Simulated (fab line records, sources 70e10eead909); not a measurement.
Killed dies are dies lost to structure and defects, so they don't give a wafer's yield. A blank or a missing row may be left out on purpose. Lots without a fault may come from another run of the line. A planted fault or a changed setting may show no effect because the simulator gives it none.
fab line records | flow nand_harc
record lots=6 wafers=18 last_day=33
route steps=1302 shown P_M0@264
lots that met no fault: from a run of the same line without faults
start_h: hours from the record's first day to the start of the lot's first wafer shown | wait_h: hours since the lot's step before | " the same as in the row above | L1.1+2: a row that stands for several wafers | - no value, or no start given | * or withheld: withheld | < > ~ a bound
route shown NAME@n: a module of which the file shows steps, and the number in the route of the first | usual: mean/standard deviation of fault-free wafers | same: alike in all rows | chamber/n: place in a boat | sites: the reading at each site | _std_site: their standard deviation | _edge_site: outer sites' mean less inner sites' | radius_mm: how far each site lies from the wafer's centre | mask NAME#n: copy n | behind: the tool/chamber that last shaped the wafer | hold: why the lot was held/for how many hours/how that ended | device: the transistor (n, p or np) that didn't switch | end of line: the same wafers' tests at the end of the route | a step without rows: its recipe alone | killed: dies lost to structure and defects at the first sort, not the wafer's yield | map: a wafer's dies, x killed, . not, _ none there
set.NAME: the setting as run; set.NAME@STEP: as run at that earlier step | model.NAME: the simulator's own value behind a step, which no gauge read
lots at some steps of the route; a table a step, a row a wafer
services: from which hour (start_h, from the record's first day; less than 0 if before it) a tool's chamber was out of use, for how many hours, and why
## steps
# step NHARC_P_M0_OVL_MEAS_10
# recipe pitch_nm=180
# usual overlay_x_nm=-0.2/0.74 overlay_y_nm=0.0/0.64
# columns lot.wafer tool chamber start_h wait_h overlay_x_nm overlay_y_nm
L965.1 overlay-02 - 137.59 - 0.5 -0.5
L965.2 " - " " 0.3 0.0
L965.4 " - " " 0.0 -0.3
L973.1 overlay-01 - 217.82 - 1.6 -1.2
L973.2 " - " " 2.0 -2.3
L973.5 " - " " 1.8 -1.1
L975.1 overlay-02 - 239.87 - -0.7 0.1
L975.2 " - " " -0.6 -0.5
L975.3 " - " " -0.6 -0.4
L983.2 overlay-01 - 314.02 - -1.0 0.0
L983.4 " - " " -0.9 0.5
L983.5 " - " " -1.2 0.1
L984.2 overlay-01 - 332.52 - -1.0 0.5
L984.3 " - " " -0.6 0.7
L984.6 " - " " -1.4 1.3
L985.1 overlay-02 - 340.11 - -1.0 0.0
L985.3 " - " " -0.3 0.2
L985.6 " - " " -0.7 0.8
# step NHARC_P_M0_INSPECT_11
# usual raw_defect_count=4.4/2.4
# columns lot.wafer tool chamber start_h wait_h raw_defect_count
L965.1 defect_inspect-02 - 137.63 0.0 4
L965.2 " - " " 3
L965.4 " - " " 5
L973.1 defect_inspect-01 - 217.86 0.0 5
L973.2 " - " " 0
L973.5 " - " " 9
L975.1 defect_inspect-01 - 239.91 0.0 4
L975.2 " - " " 3
L975.3 " - " " 4
L983.2 defect_inspect-01 - 314.06 0.0 6
L983.4 " - " " 6
L983.5 " - " " 2
L984.2 defect_inspect-01 - 332.56 0.0 7
L984.3 " - " " 10
L984.6 " - " " 4
L985.1 defect_inspect-01 - 340.15 0.0 6
L985.3 " - " " 3
L985.6 " - " " 6
# step NHARC_P_M0_DESCUM_14
# recipe time_s=3 o2_flow_sccm=200 ar_flow_sccm=0 bias_power_w=0 chemistry=O2
# step NHARC_P_M0_ETCH_34
# recipe target_depth_a=400 overetch_a=120 time_s=43.94 ion_energy_ev=200 n2_flow_sccm=150 h2_flow_sccm=150 ar_flow_sccm=0 rf_w=400 bias_w=150 chemistry=N2/H2
# usual drypump_motor_current_A=5.8/0.52 oes_product_au=1.005/0.0095 rf_vpp_V=429.8/2.9 showerhead_plenum_p_Torr=2.01/0.1 throttle_valve_pct=14.172/0.0093
# columns lot.wafer tool chamber start_h wait_h drypump_motor_current_A oes_product_au rf_hours_counter_h rf_vpp_V showerhead_plenum_p_Torr throttle_valve_pct
L965.2 rie_diel-13 1 137.77 0.1 5.2 0.991 20 427.0 1.92 14.178
L965.4 " 2 " " 5.9 1.004 21 427.0 1.94 14.162
L965.1 " 3 " " 5.1 1.018 24 428.8 1.95 14.174
L973.2 rie_diel-13 1 218.01 0.1 5.2 1.005 4 425.7 1.92 14.163
L973.1 " 3 " " 5.2 1.012 6 427.8 1.95 14.156
L973.5 " 1 " " 5.2 0.997 - 428.0 1.92 14.174
L975.3 rie_diel-11 2 240.06 0.1 5.5 1.019 54 429.2 1.97 14.174
L975.2 " 0 " " 5.3 1.003 58 433.1 2.20 14.168
L975.1 " 1 " " 6.4 1.012 62 431.0 2.10 14.180
L983.2 rie_diel-10 3 314.21 0.1 6.1 1.009 21 431.7 2.08 14.176
L983.4 " 0 " " 6.3 1.012 22 430.8 2.02 14.167
L983.5 " 2 " " 5.5 1.021 - 426.0 1.90 14.172
L984.3 rie_diel-10 3 332.72 0.1 6.2 1.003 26 432.6 2.08 14.169
L984.2 " 2 " " 5.5 1.021 22 426.6 1.90 14.189
L984.6 " 0 " " 6.3 1.012 - 430.5 2.02 14.154
L985.1 rie_diel-13 0 340.32 0.1 6.5 0.991 28 433.9 2.18 14.172
L985.3 " 3 " " 5.2 0.995 27 426.7 1.94 14.167
L985.6 " 0 " " 6.5 0.989 - 434.0 2.18 14.151
# step NHARC_P_M0_ETCH_15
# recipe target_depth_a=1500 overetch_a=150 time_s=82.5 c4f8_flow_sccm=withheld ar_flow_sccm=400 rf_w=600 bias_w=300 chemistry=C4F8/Ar
# usual oes_product_au=0.966/0.017 rf_vpp_V=440/3
# columns lot.wafer tool chamber start_h wait_h oes_product_au rf_hours_counter_h rf_vpp_V
L965.1 rie_diel-13 2 - - 0.980 21 438
L965.2 " 0 " " 0.964 23 448
L965.4 " 1 " " 0.959 20 437
L973.2 rie_diel-13 0 - - 0.990 6 444
L973.1 " 1 " " 0.972 4 436
L973.5 " 0 " " 0.981 - 445
L975.1 rie_diel-11 2 - - 1.003 54 440
L975.2 " 0 " " 0.970 58 445
L975.3 " 1 " " 0.967 62 443
L983.4 rie_diel-10 2 - - 0.976 17 437
L983.2 " 1 " " 0.965 18 440
L983.5 " 3 " " 0.963 - 442
L984.3 rie_diel-10 1 - - 0.935 23 438
L984.2 " 2 " " 0.982 22 436
L984.6 " 2 " " 0.979 - 436
L985.1 rie_diel-13 0 - - 0.959 28 445
L985.3 " 2 " " 0.968 26 438
L985.6 " 0 " " 0.958 - 443
# step NHARC_P_M0_CD_MEAS_16
# usual cd_nm=89.1/0.84
# columns lot.wafer tool chamber start_h wait_h cd_nm
L965.1 cd_sem-02 - 137.99 - 90.1
L965.2 " - " " 88.3
L965.4 " - " " 89.8
L973.1 cd_sem-02 - 218.22 - 90.6
L973.2 " - " " 89.5
L973.5 " - " " 89.8
L975.1 cd_sem-03 - 240.27 - 90.4
L975.2 " - " " 89.1
L975.3 " - " " 89.1
L983.2 cd_sem-03 - 314.42 - 88.6
L983.4 " - " " 88.7
L983.5 " - " " 89.2
L984.2 cd_sem-01 - 333.05 - 89.3
L984.3 " - " " 88.4
L984.6 " - " " 90.2
L985.1 cd_sem-01 - 340.58 - 89.2
L985.3 " - " " 90.0
L985.6 " - " " 89.1
# step NHARC_P_M0_STRIP_18
# recipe power_w=1000 n2_flow_sccm=150 h2_flow_sccm=150 ar_flow_sccm=0 bias_w=0 chemistry=N2/H2
# step NHARC_P_M0_STRIP_19
# recipe time_s=600 temp_c=30 chemistry=post_etch_residue_remover
# step NHARC_P_M0_DEGAS_28
# recipe temp_c=250 time_s=60
# usual heater_power_w=330/34
# columns lot.wafer tool chamber start_h wait_h heater_power_w
L965.4 pvd_sputter-03 - 138.60 - 339
L965.1 " - " " 412
L965.2 " - " " 334
L973.1 pvd_sputter-01 - 218.84 - 307
L973.2 " - " " 383
L973.5 " - " " 380
L975.2 pvd_sputter-01 - 240.89 - 322
L975.3 " - " " 391
L975.1 " - " " 312
L983.2 pvd_sputter-02 - 315.03 - 325
L983.4 " - " " 268
L983.5 " - " " 323
L984.2 pvd_sputter-02 - 333.66 - 333
L984.3 " - " " 325
L984.6 " - " " 332
L985.3 pvd_sputter-03 - 341.27 - 321
L985.1 " - " " 380
L985.6 " - " " 319
# step NHARC_P_M0_PRE_CLEAN_29
# recipe time_s=30 temp_c=280 gas=H2/He
# step NHARC_P_M0_PVD_20
# recipe target_thk_a=50 bias_v=168.6 power_w=15000 chamber_pressure_pa=0.12 time_s=8.06 substrate_temp_c=50 material=TaN
# usual throttle_valve_pct=29.5/0.98
# columns lot.wafer tool chamber start_h wait_h throttle_valve_pct
L965.2 pvd_sputter-03 - - - 30.3
L965.1 " - " " 31.4
L965.4 " - " " 28.7
L973.2 pvd_sputter-01 - - - 30.9
L973.1 " - " " 29.7
L973.5 " - " " 28.2
L975.1 pvd_sputter-01 - - - 28.3
L975.2 " - " " 30.9
L975.3 " - " " 29.3
L983.2 pvd_sputter-02 - - - 29.6
L983.4 " - " " 29.6
L983.5 " - " " 29.0
L984.2 pvd_sputter-02 - - - 29.4
L984.3 " - " " 29.2
L984.6 " - " " 29.6
L985.1 pvd_sputter-03 - - - 30.8
L985.3 " - " " 29.9
L985.6 " - " " 30.9
# step NHARC_P_M0_PVD_21
# recipe target_thk_a=300 chamber_pressure_pa=5 power_w=5000 substrate_temp_c=30 time_s=20.49 material=Cu
# step NHARC_P_M0_ECD_22
# recipe target_thk_a=4000 bath_temp_c=25 material=Cu
# columns lot.wafer tool chamber start_h wait_h
L965.2+1+4 ecd_cu-02 1,0,1 138.96 -
L973.1+2+5 ecd_cu-01 0,1,0 219.20 -
L975.2+1+3 ecd_cu-01 0,1,0 241.25 -
L983.2+4+5 ecd_cu-02 1,0,0 315.44 -
L984.2+3+6 ecd_cu-01 1,0,1 334.02 -
L985.1+3+6 ecd_cu-02 1,1,0 341.64 -
# step NHARC_P_M0_ANNEAL_30
# recipe temp_c=225 time_s=90
# usual anneal_temp_c=225.01/0.18 wafer_temp_C_max=225.8/0.35
# columns lot.wafer tool chamber start_h wait_h anneal_temp_c wafer_temp_C_max
L965.1 rtp_anneal-02 0 139.34 0.3 225.00 226.2
L965.2 " 0 " " 224.95 226.2
L965.4 " 0 " " 225.07 226.3
L973.1 rtp_anneal-01 0 219.58 0.3 225.05 225.7
L973.2 " 0 " " 225.07 225.8
L973.5 " 0 " " 225.04 225.5
L975.1 rtp_anneal-01 0 241.63 0.3 225.30 225.0
L975.2 " 0 " " 225.39 225.3
L975.3 " 0 " " 225.43 225.4
L983.2 rtp_anneal-01 0 315.82 - 224.92 225.5
L983.4 " 0 " " 224.62 225.5
L983.5 " 0 " " 225.00 225.3
L984.2 rtp_anneal-02 0 334.45 0.4 225.25 226.2
L984.3 " 0 " " 225.00 226.2
L984.6 " 0 " " 224.92 226.3
L985.1 rtp_anneal-01 0 342.08 0.4 225.02 225.5
L985.3 " 0 " " 224.97 225.5
L985.6 " 0 " " 224.78 225.7
# step NHARC_P_M0_CMP_23
# recipe t_overpolish_s=20 target_thk_nm=117.54
# usual motor_current_A=11.6/1 slurry_flow_ml_min=150.1/0.52 time_to_endpoint_s=29.2/2.4
# columns lot.wafer tool chamber start_h wait_h motor_current_A slurry_flow_ml_min time_to_endpoint_s
L965.2 cmp-03 2 139.69 - 12.0 148.4 25.7
L965.4 " 3 " " 12.3 150.1 28.8
L965.1 " 0 " " 11.8 150.2 30.0
L973.1 cmp-01 3 219.98 - 11.4 150.3 8.1
L973.2 " 0 " " 12.8 149.7 23.1
L973.5 " 1 " " 11.5 149.6 9.3
L975.2 cmp-03 2 241.97 - 11.7 150.2 5.9
L975.1 " 0 " " 12.2 150.2 28.8
L975.3 " 1 " " 9.8 150.8 8.1
L983.2 cmp-04 2 316.14 - 9.9 150.6 30.0
L983.4 " 0 " " 11.5 149.6 30.3
L983.5 " 1 " " 10.7 150.5 28.9
L984.2 cmp-04 3 334.79 - 14.3 149.2 30.8
L984.3 " 0 " " 11.8 151.3 31.2
L984.6 " 3 " " 14.2 150.1 28.3
L985.3 cmp-01 3 342.43 - 11.6 150.5 27.5
L985.1 " 1 " " 11.1 149.6 25.1
L985.6 " 0 " " 12.0 150.2 24.3
## services
# columns tool chamber start_h hours kind
rie_diel-11 - 117.97 0.4 repair
rie_diel-13 2 119.30 2.7 repair
rie_diel-13 2 139.25 1.6 repair
cmp-03 - 154.96 0.6 repair
ecd_cu-01 - 160.00 8.0 pm
cmp-03 - 160.10 0.6 repair
cmp-03 - 162.00 4.0 pm
rie_diel-13 - 165.50 9.0 pm
pvd_sputter-03 - 170.00 10.0 pm
cmp-03 - 181.87 18.9 repair
cmp-01 - 185.52 4.0 pm
rie_diel-10 - 186.86 0.5 repair
cmp-04 - 193.07 0.4 repair
rie_diel-13 3 197.57 5.2 repair
pvd_sputter-02 - 221.84 8.3 repair
pvd_sputter-01 - 225.24 3.9 repair
pvd_sputter-01 - 229.17 10.0 pm
ecd_cu-02 - 244.09 8.0 pm
rie_diel-10 - 248.53 9.0 pm
pvd_sputter-01 - 253.70 4.3 repair
pvd_sputter-02 - 282.01 10.0 pm
rie_diel-13 1 335.33 21.1 repair
ecd_cu-01 - 336.00 8.0 pm
rie_diel-13 - 342.50 9.0 pm
## key
first_sign step=NHARC_P_M0_CMP_23 reading=time_to_endpoint_s direction=down sigmas=9.1 usual=* struck=*
effect none on later readings
met_at NHARC_P_M0_ECD_22
struck_wafers L973.1,L973.5,L975.2,L975.3
later_rows_left_out L973.1,L973.5,L975.2,L975.3
sort_left_out L973.1,L973.5,L975.2,L975.3
fault kind=process_parameter_drift tool=ecd_cu-01 chamber=0 onset_h=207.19 steps=NHARC_P_M0_ECD_22 channel=target_thk_a offset=* shape=step end_h=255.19 acts_in=* stated=*
# sort_left_out: the simulated sort isn't trusted on such a fault, so these wafers' sort isn't shown, and their yield isn't known
# later_rows_left_out: the simulator's readings of these wafers behind a module that went badly wrong aren't trusted and aren't shown, but for the sort
